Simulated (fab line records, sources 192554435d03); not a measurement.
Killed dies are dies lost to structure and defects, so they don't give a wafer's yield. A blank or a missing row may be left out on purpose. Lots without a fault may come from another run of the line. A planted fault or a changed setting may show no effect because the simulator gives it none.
fab line records | flow n5_finfet
record lots=4 wafers=12 last_day=16
route steps=1938 shown SD_EPI_P@298 BEOL_M4@1111 PASSIVATION@1936
lots that met no fault: from a run of the same line without faults
start_h: hours from the record's first day to the start of the lot's first wafer shown | wait_h: hours since the lot's step before | " the same as in the row above | L1.1+2: a row that stands for several wafers | - no value, or no start given | * or withheld: withheld | < > ~ a bound
route shown NAME@n: a module of which the file shows steps, and the number in the route of the first | usual: mean/standard deviation of fault-free wafers | same: alike in all rows | chamber/n: place in a boat | sites: the reading at each site | _std_site: their standard deviation | _edge_site: outer sites' mean less inner sites' | radius_mm: how far each site lies from the wafer's centre | mask NAME#n: copy n | behind: the tool/chamber that last shaped the wafer | hold: why the lot was held/for how many hours/how that ended | device: the transistor (n, p or np) that didn't switch | end of line: the same wafers' tests at the end of the route | a step without rows: its recipe alone | killed: dies lost to structure and defects at the first sort, not the wafer's yield | map: a wafer's dies, x killed, . not, _ none there
set.NAME: the setting as run; set.NAME@STEP: as run at that earlier step | model.NAME: the simulator's own value behind a step, which no gauge read
lots at some steps of the route; a table a step, a row a wafer
services: from which hour (start_h, from the record's first day; less than 0 if before it) a tool's chamber was out of use, for how many hours, and why
## steps
# step N5_SD_EPI_P_EBR_05
# recipe solvent=PGMEA ebr_width_mm=1.5
# step N5_SD_EPI_P_SOFTBAKE_04
# recipe temp_c=110 time_s=60 resist=CAR-ArF-block
# step N5_SD_EPI_P_EXPOSE_06
# recipe mask_id=SD_P_BLK na=1.35 source_shape=conventional sigma_outer=0.8 polarization=unpolarized target_cd_nm=240 dose_mj=39.5
# step N5_SD_EPI_P_PEB_07
# recipe peb_temp_c=110 peb_time_s=60 resist=CAR-ArF-block
# step N5_SD_EPI_P_DEVELOP_08
# recipe develop_time_s=30 developer=TMAH resist=CAR-ArF-block dev_temp_c=23 rinse_liquid=diw dry=air_spin
# step N5_SD_EPI_P_DESCUM_14
# recipe chemistry=O2 time_s=7.9 source_power_w=50 bias_power_w=20 pressure_mtorr=20 rf_frequency_hz=2.712e+07 temp_c=40 resist=CAR-ArF-block o2_flow_sccm=225
# step N5_SD_EPI_P_ETCH_36
# recipe chemistry=CF4 target=SiARC target_depth_a=455 mask_material=CAR-ArF-block time_s=75.8 ion_energy_ev=80 pressure_mtorr=40 source_w=545 bias_w=36 Ar_flow_sccm=100 cf4_flow_sccm=100 ends=cleared
# step N5_SD_EPI_P_ETCH_37
# recipe chemistry=N2/H2 target=SOC overetch_a=1080 mask_material=SiARC temp_c=40 ion_energy_ev=100 source_w=3000 bias_w=133 pressure_mtorr=20 time_s=486 n2_flow_sccm=200 h2_flow_sccm=200 ends=end_point
# step N5_SD_EPI_P_STRIP_38
# recipe chemistry=N2/H2 temp_c=40 n2_flow_sccm=200 h2_flow_sccm=200 rf_frequency_hz=6e+07
# step N5_SD_EPI_P_ETCHBACK_46
# recipe chemistry=CH3F/O2 mode=anisotropic_etchback target=SiNx target_depth_a=175 stop_on=SiO2 over_etch_frac=0.3 ion_energy_ev=120 pressure_mtorr=30 source_w=395 bias_w=73 Ar_flow_sccm=150 CH3F_flow_sccm=30 O2_flow_sccm=20
# usual CH3F_flow_sccm=30.00/0.075 O2_flow_sccm=20.00/0.052 drypump_motor_current_A=5.5/0.4 oes_product_au=0.70/0.079 rf_vpp_V=298/3.2 showerhead_plenum_p_Torr=2.03/0.076 throttle_valve_pct=16.35/0.24
# columns lot.wafer tool chamber start_h wait_h CH3F_flow_sccm O2_flow_sccm drypump_motor_current_A oes_product_au rf_hours_counter_h rf_vpp_V showerhead_plenum_p_Torr throttle_valve_pct model.SiARC_of_SD_EPI_P_COAT_35.thk_nm
L860.1 rie_diel-01 2 77.38 0.0 - - - - - - - - 19.8
L860.2 " 0 " " - - - - - - - - 19.8
L860.4 " 0 " " - - - - - - - - 19.6
L861.1 rie_diel-01 3 83.02 0.0 - - - - - - - - 19
L861.3 " 2 " " - - - - - - - - 19.6
L861.6 " 1 " " - - - - - - - - 19.8
L873.1 rie_diel-01 3 155.65 0.0 29.81 19.93 5.4 0.75 37 302 2.04 16.25 14.2
L873.3 " 0 " " 29.99 19.99 5.1 0.75 38 298 2.12 16.27 15
L873.6 " 0 " " 29.85 20.02 5.1 0.75 - 299 2.12 16.23 15.2
L876.1 rie_diel-03 3 179.36 0.0 29.93 20.03 4.7 0.73 51 297 1.95 16.48 15.4
L876.4 " 2 " " 30.09 20.05 5.4 0.71 82 295 2.11 16.56 15.2
L876.6 " 3 " " 29.97 20.04 4.7 0.73 - 297 1.95 16.48 15.2
# step N5_SD_EPI_P_ETCH_47
# recipe chemistry=CH3F/O2 target=SiOCN target_depth_a=250 mask_material=SOC ion_energy_ev=60 bias_w=29 pressure_mtorr=30 source_w=410 Ar_flow_sccm=150 CH3F_flow_sccm=30 O2_flow_sccm=20
# step N5_SD_EPI_P_ETCH_16
# recipe chemistry=CHF3/O2 target=SiO2 target_depth_a=50 mask_material=SOC pressure_mtorr=30 source_w=650 bias_w=170 Ar_flow_sccm=200 CHF3_flow_sccm=50 O2_flow_sccm=5 ion_energy_ev=200
# usual O2_flow_sccm=5.001/0.016 drypump_motor_current_A=5.5/0.4 oes_product_au=0.83/0.096 rf_vpp_V=525/5.5 showerhead_plenum_p_Torr=2.44/0.088 throttle_valve_pct=18.91/0.23
# columns lot.wafer tool chamber start_h wait_h O2_flow_sccm drypump_motor_current_A oes_product_au rf_hours_counter_h rf_vpp_V showerhead_plenum_p_Torr throttle_valve_pct model.SiARC_of_SD_EPI_P_COAT_35.thk_nm
L860.1 rie_diel-01 2 77.58 0.1 4.977 5.5 0.71 216 524 2.39 19.07 16.2
L860.2 " 0 " " 4.978 5.1 0.91 22 527 2.56 18.81 16.2
L860.4 " 0 " " 4.974 5.0 0.91 - 526 2.56 18.81 16
L861.1 rie_diel-01 3 83.22 0.1 5.007 5.4 0.95 14 531 2.46 18.77 15.2
L861.3 " 2 " " 4.958 5.6 0.72 217 523 2.39 19.06 16
L861.6 " 1 " " 4.985 6.0 0.97 - 531 2.56 18.36 16.2
L873.1 rie_diel-01 3 155.85 0.1 5.004 5.4 0.90 37 531 2.45 18.82 10.4
L873.3 " 0 " " 4.994 5.1 0.89 38 525 2.55 18.83 11.4
L873.6 " 0 " " 5.006 5.1 0.88 - 527 2.55 18.83 11.6
L876.1 rie_diel-03 3 179.56 0.1 5.008 4.8 0.85 51 525 2.35 19.07 11.8
L876.4 " 2 " " 5.030 5.4 0.85 82 519 2.53 19.15 11.6
L876.6 " 3 " " 5.042 4.8 0.86 - 524 2.35 19.06 11.6
# step N5_SD_EPI_P_STRIP_50
# recipe chemistry=CHF3/O2 resist=SiARC rf_frequency_hz=6e+07
# step N5_SD_EPI_P_SD_RECESS_17
# recipe chemistry=HBr/Cl2/O2 target_depth_a=391 bt_time_s=3 pressure_mtorr=10 icp_w=800 bias_w=112 HBr_flow_sccm=150 Cl2_flow_sccm=80 O2_flow_sccm=12
# step N5_SD_EPI_P_WET_ETCH_45
# recipe chemistry=dHF dilution=withheld time_s=10.7 target=SiO2 target_depth_a=20 temp_c=25 dry=ipa_marangoni rinse_time_s=30 rinse_temp_c=23
# step N5_SD_EPI_P_STRIP_40
# recipe chemistry=N2/H2 power_w=1000 temp_c=250 h2_frac=0.65 overash_fraction=0.3 pressure_mtorr=withheld n2_flow_sccm=1750 h2_flow_sccm=3250
# step N5_SD_EPI_P_PRECLEAN_52
# recipe chemistry=O3/DIW time_s=60 temp_c=22 o3_ppm=10
# step N5_SD_EPI_P_SRD_20
# recipe dry=ipa_marangoni do_ppb=5 time_s=30 temp_c=23 rinse_liquid=diw
# step N5_SD_EPI_P_PRECLEAN_51
# recipe chemistry=NF3:NH3 afs_cycles=1 temp_c=30 time_s=20 sublimation_temp_c=180 sublimation_time_s=60 pressure_torr=3 rf_power_w=30
# step N5_SD_EPI_P_VAPOR_ETCH_44
# recipe chemistry=NF3/Ar target=SiGe30 temp_c=25 time_s=3.3 mode=isotropic
# step N5_SD_EPI_P_EPI_21
# recipe material=SiGe:B dopant=B temp_c=550 pressure_torr=20 ambient=H2 time_s=355
# usual susceptor_temp_C=550.07/0.26
# same time_s=355
# columns lot.wafer tool chamber start_h wait_h susceptor_temp_C model.SiGe-B_of_SD_EPI_P_EPI_21.thk_nm
L860.1 epi_rpcvd-03 0 78.31 0.1 549.84 1.4
L860.2 " 0 " " 549.62 0.6
L860.4 " 0 " " 550.15 1.4
L861.1 epi_rpcvd-02 0 83.95 0.1 550.45 1.4
L861.3 " 0 " " 550.04 0.6
L861.6 " 0 85.75 1.8 550.40 0.6
L873.1 epi_rpcvd-02 0 156.59 0.1 550.21 61.2
L873.3 " 0 " " 550.19 61.6
L873.6 " 0 158.39 1.8 550.18 61.6
L876.1 epi_rpcvd-02 0 180.29 0.1 549.73 60
L876.4 " 0 181.37 1.1 550.12 60.4
L876.6 " 0 " " 550.02 60.4
# step N5_SD_EPI_P_EPI_MEAS_23
# recipe mode=xrd
# usual thk_nm=61.0/1.1
# columns lot.wafer tool chamber start_h wait_h thk_nm
L860.1 film_metro-02 - 80.52 1.9 3.0
L860.2 " - " " 1.2
L860.4 " - " " 1.8
L861.1 film_metro-02 - 86.14 1.8 1.8
L861.3 " - " " 1.3
L861.6 " - " " 1.3
L873.1 film_metro-02 - 158.80 1.9 61.6
L873.3 " - " " 62.2
L873.6 " - " " 61.1
L876.1 film_metro-01 - 182.49 1.8 58.1
L876.4 " - " " 60.5
L876.6 " - " " 60.7
# step N5_SD_EPI_P_HM_STRIP_48
# recipe chemistry=H3PO4 temp_c=160 material=SiNx target=SiNx target_depth_a=30 overetch_fraction=0.3
# step N5_SD_EPI_P_SRD_49
# recipe dry=ipa_marangoni time_s=30 temp_c=23 rinse_liquid=diw
# step N5_SD_EPI_P_PRECLEAN_24
# recipe chemistry=O3/DIW time_s=45 temp_c=22 o3_ppm=10
# same time_s=45
# columns lot.wafer tool chamber start_h wait_h model.SiGe-B_of_SD_EPI_P_EPI_21.thk_nm
L860.1+4 wet_bench-04 2,7 80.63 0.0 1.4
L860.2 " 1 " " 0.6
L861.1 wet_bench-02 5 86.25 0.0 1.4
L861.3+6 " 6,2 " " 0.6
L873.1 wet_bench-06 1 158.99 0.0 60.6
L873.3 " 0 " " 61
L873.6 " 7 " " 61.2
L876.1 wet_bench-04 3 182.59 0.0 59.6
L876.4 " 2 " " 60
L876.6 " 1 " " 59.8
# step N5_SD_EPI_P_PRECLEAN_32
# recipe chemistry=dHF time_s=10 dilution=500:1 temp_c=25
# step N5_BEOL_M4_RC_MEAS_101
# usual DIBL_N=36.4/1.3 DIBL_P=36.5/1.7 IOFF_N=0.154/0.022 IOFF_P=0.202/0.025 ION_N=671/9.8 ION_P=460/6.8 SS_N=71.6/0.54 SS_P=73.4/0.58 VT_N=250.9/2.8 VT_P=-251.4/2.7
# columns lot.wafer tool chamber start_h wait_h DIBL_N[mV/V] DIBL_P[mV/V] IOFF_N[nA/um] IOFF_P[nA/um] ION_N[uA/um] ION_P[uA/um] SS_N[mV/dec] SS_P[mV/dec] VT_N[mV] VT_P[mV]
L873.1 prober-01 0 268.26 0.0 36.6 37.4 0.153 0.212 674 459 71.7 73.6 252.2 -250.5
L873.3 " 0 " " 35.0 34.5 0.117 0.174 641 448 71.2 72.7 256.2 -253.7
L873.6 " 0 " " 37.1 36.2 0.148 0.200 662 452 72.0 73.3 255.1 -250.5
L876.1 prober-01 0 295.71 0.0 37.2 37.3 0.181 0.229 686 466 71.5 74.3 246.2 -252.0
L876.4 " 0 " " 37.4 36.9 0.176 0.230 676 461 72.2 74.3 249.3 -249.1
L876.6 " 0 " " 37.0 36.0 0.167 0.210 672 453 71.8 73.7 251.2 -250.0
# step N5_PASSIVATION_PROBE_49
# usual defect_limited_yield=91.1/1.3 killed_at_M0_to_M3=34/10 killed_at_M4_up=14/5.7 killed_at_contacts=12/5.9 killed_at_front_end=41/12 killed_at_other=4/3.1 killed_dies=105/15 killed_on_rim=14/4.2 killed_open=69/11 killed_short=35/7.8 sort_bin_5_function=5.3/0.81 sort_bin_6_memory=3.3/0.75 sort_n_pass=1075/15 sort_yield_pct=91.1/1.3
# same gross_dies=1180 killed_at_back_side=0 sort_bin_4_leakage[%]=0 sort_bin_8_speed[%]=0
# columns lot.wafer tool chamber start_h wait_h defect_limited_yield[%] killed_at_M0_to_M3 killed_at_M4_up killed_at_contacts killed_at_front_end killed_at_other killed_dies killed_on_rim killed_open killed_short sort_bin_5_function[%] sort_bin_6_memory[%] sort_n_pass sort_yield_pct[%]
L860.1 prober-01 - 279.32 0.0 0 25 13 16 1124 2 1180 152 69 36 95.8 3.9 0 0
L860.2 prober-01 - 279.37 0.1 0 17 14 20 1129 0 1180 152 65 20 97.3 2.6 0 0
L860.4 prober-01 - 279.47 0.2 0 23 18 14 1125 0 1180 152 57 32 96.7 2.8 0 0
L861.1 prober-01 - 317.93 0.7 0 26 15 9 1129 1 1180 152 70 30 96.7 3.1 0 0
L861.3 prober-01 - 318.03 0.8 0 30 13 8 1126 3 1180 152 61 36 96.2 3.2 0 0
L861.6 prober-01 - 318.18 1.0 0 30 15 22 1112 1 1180 152 72 34 96.6 3.1 0 0
# killed by level:class
L860.1 SD_EPI_P:area_etchback=1073 MOL_CONTACT_COAG:geometric_particle:open=13 GATE_CUT:geometric_particle:short=11 FIN_SAQP:geometric_particle:open=8 BEOL_M4:geometric_particle:open=8 STI_FIN_REVEAL:geometric_particle:open=7 BEOL_M1:geometric_particle:open=6 BEOL_M0_SAQP:geometric_particle:short=5
L860.2 SD_EPI_P:area_etchback=1093 MOL_CONTACT_COAG:geometric_particle:open=17 STI_FIN_REVEAL:geometric_particle:open=7 BEOL_M4:geometric_particle:open=6 GATE_CUT:geometric_particle:open=5 BEOL_M0:geometric_particle:open=5 BEOL_M2:geometric_particle:open=5 FIN_SAQP:geometric_particle:open=4
L860.4 SD_EPI_P:area_etchback=1091 MOL_CONTACT_COAG:geometric_particle:open=12 GATE_CUT:geometric_particle:open=6 BEOL_M4:geometric_particle:open=6 BEOL_M1:geometric_particle:open=5 STI_FIN_REVEAL:geometric_particle:short=4 STI_FIN_REVEAL:geometric_particle:open=4 STARTING-WAFER:geometric_particle:short=4
L861.1 SD_EPI_P:area_etchback=1077 STI_FIN_REVEAL:geometric_particle:open=17 FIN_SAQP:geometric_particle:open=12 BEOL_M0_SAQP:geometric_particle:open=10 FIN_SAQP:geometric_particle:short=7 MOL_CONTACT_COAG:geometric_particle:open=6 BEOL_M0_SAQP:geometric_particle:short=6 BEOL_M2:geometric_particle:open=6
L861.3 SD_EPI_P:area_etchback=1083 FIN_SAQP:geometric_particle:short=11 STI_FIN_REVEAL:geometric_particle:open=8 FIN_SAQP:geometric_particle:open=7 MOL_CONTACT_COAG:geometric_particle:open=7 BEOL_M0_SAQP:geometric_particle:open=5 BEOL_M0_SAQP:geometric_particle:short=5 BEOL_M2:geometric_particle:open=5
L861.6 SD_EPI_P:area_etchback=1074 MOL_CONTACT_COAG:geometric_particle:open=15 STI_FIN_REVEAL:geometric_particle:open=9 BEOL_M0_SAQP:geometric_particle:open=8 BEOL_M4:geometric_particle:open=8 FIN_SAQP:geometric_particle:open=7 MOL_CONTACT_COAG:geometric_particle:short=7 BEOL_M2:geometric_particle:open=6
# map L860.1 (x killed, . not)
_________________xxxxxxxxxxxx________________
______________xxxxxxxxxxxxxxxxxx_____________
___________xxxxxxxxxxxxxxxxxxxxxxxx__________
__________xxxxxxxxxxxxxxxxxxxxxxxxxx_________
________xxxxxxxxxxxxxxxxxxxxxxxxxxxxxx_______
_______xxxxxxxxxxxxxxxxxxxxxxxxxxxxxxxx______
______xxxxxxxxxxxxxxxxxxxxxxxxxxxxxxxxxx_____
_____xxxxxxxxxxxxxxxxxxxxxxxxxxxxxxxxxxxx____
____xxxxxxxxxxxxxxxxxxxxxxxxxxxxxxxxxxxxxx___
___xxxxxxxxxxxxxxxxxxxxxxxxxxxxxxxxxxxxxxxx__
___xxxxxxxxxxxxxxxxxxxxxxxxxxxxxxxxxxxxxxxx__
__xxxxxxxxxxxxxxxxxxxxxxxxxxxxxxxxxxxxxxxxxx_
__xxxxxxxxxxxxxxxxxxxxxxxxxxxxxxxxxxxxxxxxxx_
_xxxxxxxxxxxxxxxxxxxxxxxxxxxxxxxxxxxxxxxxxxxx
_xxxxxxxxxxxxxxxxxxxxxxxxxxxxxxxxxxxxxxxxxxxx
_xxxxxxxxxxxxxxxxxxxxxxxxxxxxxxxxxxxxxxxxxxxx
_xxxxxxxxxxxxxxxxxxxxxxxxxxxxxxxxxxxxxxxxxxxx
_xxxxxxxxxxxxxxxxxxxxxxxxxxxxxxxxxxxxxxxxxxxx
_xxxxxxxxxxxxxxxxxxxxxxxxxxxxxxxxxxxxxxxxxxxx
_xxxxxxxxxxxxxxxxxxxxxxxxxxxxxxxxxxxxxxxxxxxx
_xxxxxxxxxxxxxxxxxxxxxxxxxxxxxxxxxxxxxxxxxxxx
__xxxxxxxxxxxxxxxxxxxxxxxxxxxxxxxxxxxxxxxxxx_
__xxxxxxxxxxxxxxxxxxxxxxxxxxxxxxxxxxxxxxxxxx_
___xxxxxxxxxxxxxxxxxxxxxxxxxxxxxxxxxxxxxxxx__
___xxxxxxxxxxxxxxxxxxxxxxxxxxxxxxxxxxxxxxxx__
____xxxxxxxxxxxxxxxxxxxxxxxxxxxxxxxxxxxxxx___
_____xxxxxxxxxxxxxxxxxxxxxxxxxxxxxxxxxxxx____
______xxxxxxxxxxxxxxxxxxxxxxxxxxxxxxxxxx_____
_______xxxxxxxxxxxxxxxxxxxxxxxxxxxxxxxx______
________xxxxxxxxxxxxxxxxxxxxxxxxxxxxxx_______
__________xxxxxxxxxxxxxxxxxxxxxxxxxx_________
___________xxxxxxxxxxxxxxxxxxxxxxxx__________
______________xxxxxxxxxxxxxxxxxx_____________
_________________xxxxxxxxxxxx________________
# map L861.1 (x killed, . not)
_________________xxxxxxxxxxxx________________
______________xxxxxxxxxxxxxxxxxx_____________
___________xxxxxxxxxxxxxxxxxxxxxxxx__________
__________xxxxxxxxxxxxxxxxxxxxxxxxxx_________
________xxxxxxxxxxxxxxxxxxxxxxxxxxxxxx_______
_______xxxxxxxxxxxxxxxxxxxxxxxxxxxxxxxx______
______xxxxxxxxxxxxxxxxxxxxxxxxxxxxxxxxxx_____
_____xxxxxxxxxxxxxxxxxxxxxxxxxxxxxxxxxxxx____
____xxxxxxxxxxxxxxxxxxxxxxxxxxxxxxxxxxxxxx___
___xxxxxxxxxxxxxxxxxxxxxxxxxxxxxxxxxxxxxxxx__
___xxxxxxxxxxxxxxxxxxxxxxxxxxxxxxxxxxxxxxxx__
__xxxxxxxxxxxxxxxxxxxxxxxxxxxxxxxxxxxxxxxxxx_
__xxxxxxxxxxxxxxxxxxxxxxxxxxxxxxxxxxxxxxxxxx_
_xxxxxxxxxxxxxxxxxxxxxxxxxxxxxxxxxxxxxxxxxxxx
_xxxxxxxxxxxxxxxxxxxxxxxxxxxxxxxxxxxxxxxxxxxx
_xxxxxxxxxxxxxxxxxxxxxxxxxxxxxxxxxxxxxxxxxxxx
_xxxxxxxxxxxxxxxxxxxxxxxxxxxxxxxxxxxxxxxxxxxx
_xxxxxxxxxxxxxxxxxxxxxxxxxxxxxxxxxxxxxxxxxxxx
_xxxxxxxxxxxxxxxxxxxxxxxxxxxxxxxxxxxxxxxxxxxx
_xxxxxxxxxxxxxxxxxxxxxxxxxxxxxxxxxxxxxxxxxxxx
_xxxxxxxxxxxxxxxxxxxxxxxxxxxxxxxxxxxxxxxxxxxx
__xxxxxxxxxxxxxxxxxxxxxxxxxxxxxxxxxxxxxxxxxx_
__xxxxxxxxxxxxxxxxxxxxxxxxxxxxxxxxxxxxxxxxxx_
___xxxxxxxxxxxxxxxxxxxxxxxxxxxxxxxxxxxxxxxx__
___xxxxxxxxxxxxxxxxxxxxxxxxxxxxxxxxxxxxxxxx__
____xxxxxxxxxxxxxxxxxxxxxxxxxxxxxxxxxxxxxx___
_____xxxxxxxxxxxxxxxxxxxxxxxxxxxxxxxxxxxx____
______xxxxxxxxxxxxxxxxxxxxxxxxxxxxxxxxxx_____
_______xxxxxxxxxxxxxxxxxxxxxxxxxxxxxxxx______
________xxxxxxxxxxxxxxxxxxxxxxxxxxxxxx_______
__________xxxxxxxxxxxxxxxxxxxxxxxxxx_________
___________xxxxxxxxxxxxxxxxxxxxxxxx__________
______________xxxxxxxxxxxxxxxxxx_____________
_________________xxxxxxxxxxxx________________
## services
# columns tool chamber start_h hours kind
rie_diel-01 1 58.19 - clean
rie_diel-01 1 58.19 - consumable_replace:focus_ring
rie_diel-01 1 58.19 - consumable_replace:showerhead
rie_diel-01 1 58.19 20.9 scheduled_down
rie_diel-01 1 58.19 20.9 vent_cycle
wet_bench-02 - 97.30 1.0 repair
rie_diel-01 0 102.36 22.0 repair
wet_bench-04 - 103.89 2.0 repair
epi_rpcvd-02 - 104.08 27.2 pm
wet_bench-02 - 121.53 4.4 pm
rie_diel-03 2 147.89 8.5 repair
epi_rpcvd-03 - 150.90 1.0 repair
rie_diel-01 2 163.08 6.8 repair
## key
first_sign step=N5_SD_EPI_P_ETCHBACK_46 reading=tool_record direction=missing
effect step=N5_SD_EPI_P_EPI_MEAS_23 reading=thk_nm direction=down sigmas=53 usual=* struck=*
effect step=N5_PASSIVATION_PROBE_49 reading=sort_bin_5_function direction=up sigmas=99+ usual=5.3 struck=96.6
model_effect step=N5_SD_EPI_P_ETCHBACK_46 value=SiARC_of_SD_EPI_P_COAT_35.thk_nm without=14.97 struck=19.6
model_effect step=N5_SD_EPI_P_ETCH_16 value=SiARC_of_SD_EPI_P_COAT_35.thk_nm without=11.33 struck=15.97
model_effect step=N5_SD_EPI_P_EPI_21 value=SiGe-B_of_SD_EPI_P_EPI_21.thk_nm without=61 struck=1
model_effect step=N5_SD_EPI_P_PRECLEAN_24 value=SiGe-B_of_SD_EPI_P_EPI_21.thk_nm without=60.57 struck=1
more_kills_born_at N5_SD_EPI_P_ETCHBACK_46@rie_diel-01=6491
met_at N5_SD_EPI_P_ETCHBACK_46
struck_wafers L860.1,L860.2,L860.4,L861.1,L861.3,L861.6
later_rows_left_out L860.1,L860.2,L860.4,L861.1,L861.3,L861.6
fault kind=skipped_step_whole tool=rie_diel-01 chamber=- onset_h=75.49 steps=N5_SD_EPI_P_ETCHBACK_46 scope=struck_lots_only
# later_rows_left_out: the simulator's readings of these wafers behind a module that went badly wrong aren't trusted and aren't shown, but for the sort
